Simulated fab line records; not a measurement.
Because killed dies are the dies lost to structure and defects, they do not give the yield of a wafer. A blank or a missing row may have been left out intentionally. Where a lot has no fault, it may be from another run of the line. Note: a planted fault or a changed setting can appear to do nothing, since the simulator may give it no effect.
Comparing a struck lot with a sound one / flow nand harc / 14 steps out of a route of 1159
Sound: the wafers L705.1, L705.2, L705.5. The struck wafers were L691.3, L691.5, L691.6. The cause is given at the end.
At each step with rows: each side's tool, then ch and its chambers, then its first start. Under that, the readings that differ: sound wafers / struck wafers / difference of the means / sigmas: that difference in standard deviations of wafers without a fault.
alike: readings whose means differ by less than 2 such deviations, and words and numbers that are the same on both sides. not compared: withheld readings, readings that some wafer has no value for, bounds like >300 that may hide the same value, and numbers for which the record gives no deviation and whose values overlap.
The two part at a step that has a row with sigmas, a row that says differs or no value, or rows on one side only. Non-overlapping numbers with no deviation appear without sigmas and do not part them. Lack of a reading on every wafer of one side parts them only where that side has two or more wafers.

first, 5 steps without rows for these wafers: NHARC_A_ZERO_WELL_SOFTBAKE_05 (time 70 s); NHARC_A_ZERO_WELL_EBR_06; NHARC_A_ZERO_WELL_EXPOSE_07 (exposes mask A ZERO); NHARC_A_ZERO_WELL_PEB_08 (peb time 80 s); NHARC_A_ZERO_WELL_DEVELOP_09 (time 50 s).
NHARC_A_ZERO_WELL_CD_MEAS_10: the cd target is 2000 nm.
  sound on cd sem-02 ch 0, day 10 06:46; struck on cd sem-03 ch 0, day 6 18:13
  alike: cd nm
then, 1 step without rows for these wafers: NHARC_A_ZERO_WELL_HARDBAKE_11 (time 65 s).
NHARC_A_ZERO_WELL_DESCUM_12: chemistry O2, time 3 s.
  sound on rie diel-07 ch 0,1,2, day 10 06:56; struck on rie diel-07 ch 2,3, day 6 18:22
  alike: chamber pressure mTorr, drypump motor current A, oes product au, rf vpp V, showerhead plenum p Torr, throttle valve pct
  not compared: rf hours counter h
NHARC_A_ZERO_WELL_ETCH_19: etches the open film in N2/H2, target depth 80 nm, overetch 24 nm, time 87.88 s.
  sound on rie diel-07 ch 2,3, day 10 07:00; struck on rie diel-07 ch 1,2, day 6 18:26
reading=oes product au (a.u.); sound=1.004 1.009 0.998; struck=0.985 0.985 0.993; difference=-0.016; sigmas=-2
  alike: chamber pressure mTorr, drypump motor current A, rf fwd power W, rf vpp V, showerhead plenum p Torr, throttle valve pct
  not compared: rf hours counter h
NHARC_A_ZERO_WELL_ETCH_13: etches the open film in HBr/Cl2, target depth 120 nm, time 40.1 s.
  sound on rie si-05 ch 0,1,3, day 10 07:08; struck on rie si-01 ch 0,3, day 6 18:34
  alike: chamber pressure mTorr, drypump motor current A, he backside leak sccm, oes product au, rf fwd power W, throttle valve pct
  not compared: rf hours counter h
then, 1 step without rows for these wafers: NHARC_A_ZERO_WELL_STRIP_14 (strips in SPM, time 900 s).
NHARC_A_ZERO_WELL_IMPLANT_15:
  sound on implanter-01 ch 0, day 10 07:42; struck on implanter-02 ch 0, day 6 19:35
  alike: faraday current uA
then, 1 step without rows for these wafers: NHARC_A_ZERO_WELL_PRECLEAN_22 (cleans in SC1, time 60 s).
-- the record jumps here: 13 days lie between the struck wafers' starts before and after (it left off in module A_ZERO_WELL and takes up again in module END, whose first step shown is number 1159 of the route) --
NHARC_END_SORT_01:
  sound on prober-01 ch 0, day 23 05:51; struck on prober-01 ch 0, day 19 23:03
reading=killed at periphery; sound=2 0 1; struck=11 5 9; difference=+7; sigmas=+3
  alike: killed at array, killed at other, killed dies, killed open, killed short

WHERE THEY PART
First at NHARC_A_ZERO_WELL_ETCH_19; last, within this record, at NHARC_END_SORT_01.

WHY: what had been put in by the simulator
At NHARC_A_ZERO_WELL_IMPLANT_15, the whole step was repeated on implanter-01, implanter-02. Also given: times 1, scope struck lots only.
